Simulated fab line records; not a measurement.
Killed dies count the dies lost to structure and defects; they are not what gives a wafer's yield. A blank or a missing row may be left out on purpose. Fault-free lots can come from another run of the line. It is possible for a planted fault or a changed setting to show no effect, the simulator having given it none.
Matching of chambers ; flow n5_finfet ; rie_diel-02 running N5_BEOL_M13_ETCH_59: 4 sister chambers
The step etches BARC in N2/H2, target depth 89 nm, overetch 26.7 nm, time 67.9 s. 4 wafers are shown with their chamber, then 12 later ones without.

== WAFERS PAIRED WITH THEIR CHAMBERS ==
wafer;chamber;drypump_motor_current_A (A)
L093.1;3;5.9
L093.2;0;6.6
L093.5;1;5.9
L093.6;2;5.2

== WAFERS WITHOUT THEIR CHAMBER ==
wafer;drypump_motor_current_A (A)
L094.1;5.9
L094.2;5.9
L094.3;5.3
L094.4;6.5
L094.5;5.2
L094.6;5.9
L096.1;5.9
L096.2;5.9
L096.3;6.5
L096.4;5.3
L096.5;6.6
L096.6;5.9

== WHICH CHAMBER EACH ONE RAN IN ==
wafer;from the rows above;in truth
L094.1;can't be placed: 1 or 3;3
L094.2;can't be placed: 1 or 3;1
L094.3;2;2
L094.4;0;0
L094.5;2;2
L094.6;can't be placed: 1 or 3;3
L096.1;can't be placed: 1 or 3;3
L096.2;can't be placed: 1 or 3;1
L096.3;0;0
L096.4;2;2
L096.5;0;0
L096.6;can't be placed: 1 or 3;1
Placed correctly: 6 of 12. Cannot be placed on the basis of these rows: 6; the candidates contain the true chamber in 6. Wrongly placed: 0.
How it was worked out, from the rows above alone: a wafer's distance from a chamber is the root of the sum, over the readings, of the square of ((its reading less the chamber's mean) divided by the reading's scatter). If the next closest chamber is less than 2 further off than the closest, the wafer can't be placed; otherwise it belongs to the closest. For every chamber, the mean is computed from those of its wafers that are shown. The scatter: root of mean squared gap, hidden wafer to nearest shown wafer, with one shown wafer a chamber.
